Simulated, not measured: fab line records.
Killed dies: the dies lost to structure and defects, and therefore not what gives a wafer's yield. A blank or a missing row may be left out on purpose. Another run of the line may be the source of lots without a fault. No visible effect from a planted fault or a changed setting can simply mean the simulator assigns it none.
Struck lot and sound lot, side by side -- flow nand_harc -- 14 out of 1302 route steps
Sound: these wafers, L544.3, L544.4, L544.6. Wafers struck: L559.1, L559.2, L559.6. At the end, the cause is stated.
For every step that has rows: the tool of each side, followed by ch and its chambers, followed by its first start. Under that, the readings that differ: sound wafers -- struck wafers -- difference of the means -- sigmas: that difference in standard deviations of wafers without a fault.
alike: a reading whose means differ by less than 2 such deviations, as well as words and numbers matching on both sides. not compared: withheld readings; readings where some wafer has no value; bounds like >300 that might hide an equal value; numbers whose values overlap and for which the record gives no deviation.
A row with sigmas, a row that says differs or no value, or rows on one side alone: a step with any of these is where the two part. Numbers that have no deviation but don't overlap get no sigmas and don't part them. A reading missing from all wafers of one side parts the sides only when that side holds two or more wafers.

NHARC_P_STI_ETCH_42: etches the open film in N2/H2, target depth 80 nm, overetch 24 nm, time 61 s.
  sound on rie_diel-10 ch 0,1, day 3 06:33; struck on rie_diel-10 ch 0,2,3, day 9 11:14
  alike: drypump_motor_current_A, oes_product_au, rf_fwd_power_W, rf_vpp_V, showerhead_plenum_p_Torr, throttle_valve_pct
  not compared: rf_hours_counter_h
NHARC_P_STI_ETCH_31: etches the open film in CF4/CHF3, target depth 108.9 nm, time 54.5 s.
  sound on rie_diel-10 ch 0,2; struck on rie_diel-10 ch 1,2
  alike: cf4_flow_sccm, drypump_motor_current_A, oes_product_au, rf_fwd_power_W, rf_vpp_V, showerhead_plenum_p_Torr, throttle_valve_pct
  not compared: rf_hours_counter_h
NHARC_P_STI_ETCH_15: etches the open film in HBr/Cl2, target depth 300 nm, time 100.1 s.
  sound on rie_si-05 ch 1,2, day 3 06:46; struck on rie_si-06 ch 0,3, day 9 11:26
  alike: drypump_motor_current_A, mfc_cl2_sccm, oes_product_au, rf_fwd_power_W, throttle_valve_pct
  not compared: rf_hours_counter_h
NHARC_P_STI_CD_MEAS_16:
  sound on cd_sem-01, day 3 06:55; struck on cd_sem-03, day 9 11:35
  alike: cd_nm
NHARC_P_STI_OCD_MEAS_17:
  sound on ocd-01, day 3 06:59; struck on ocd-01, day 9 11:40
  alike: trench_depth_nm, trench_foot_cd_nm
then, 3 steps without rows for these wafers: NHARC_P_STI_STRIP_19 (strips in SPM, time 900 s); NHARC_P_STI_PRECLEAN_32 (cleans in SC1); NHARC_P_STI_SRD_23.
NHARC_P_STI_OCD_MEAS_43:
  sound on ocd-01, day 3 07:30; struck on ocd-01, day 9 12:11
  alike: trench_depth_nm, trench_foot_cd_nm
then, 3 steps without rows for these wafers: NHARC_P_STI_OXIDE_33 (material SiO2, target thk 10 nm, ox time 281 s); NHARC_P_STI_HDPCVD_20 (deposits SiO2); NHARC_P_STI_ANNEAL_34 (time 1800 s).
NHARC_P_STI_CMP_21: polishes, t overpolish 20 s, target thk 380.67 nm.
  sound on cmp-03 ch 1,2, day 4 03:55; struck on cmp-03 ch 1,2, day 10 08:55
  no value came back on the struck wafers for edge_zone_pressure_frac, motor_current_A (A), overpolish_run_s (s), retaining_ring_pressure_frac; on the sound wafers edge_zone_pressure_frac reads 1.005 1.004 1.007
-- record jumps: 20 days between struck wafers' starts before vs after; left off in module P_STI, resumes in module END, first step shown is number 1302 of the route --
NHARC_END_SORT_01:
  at this point the record logs the struck wafers (prober-01 ch 0, day 30 12:39) and has no rows for the sound ones

WHERE THEY PART
First at NHARC_P_STI_CMP_21; last, within this record, at NHARC_END_SORT_01.

WHY: the cause the simulator had injected
Step skipped in full: cmp-03, at NHARC_P_STI_CMP_21, from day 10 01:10 onward. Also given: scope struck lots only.
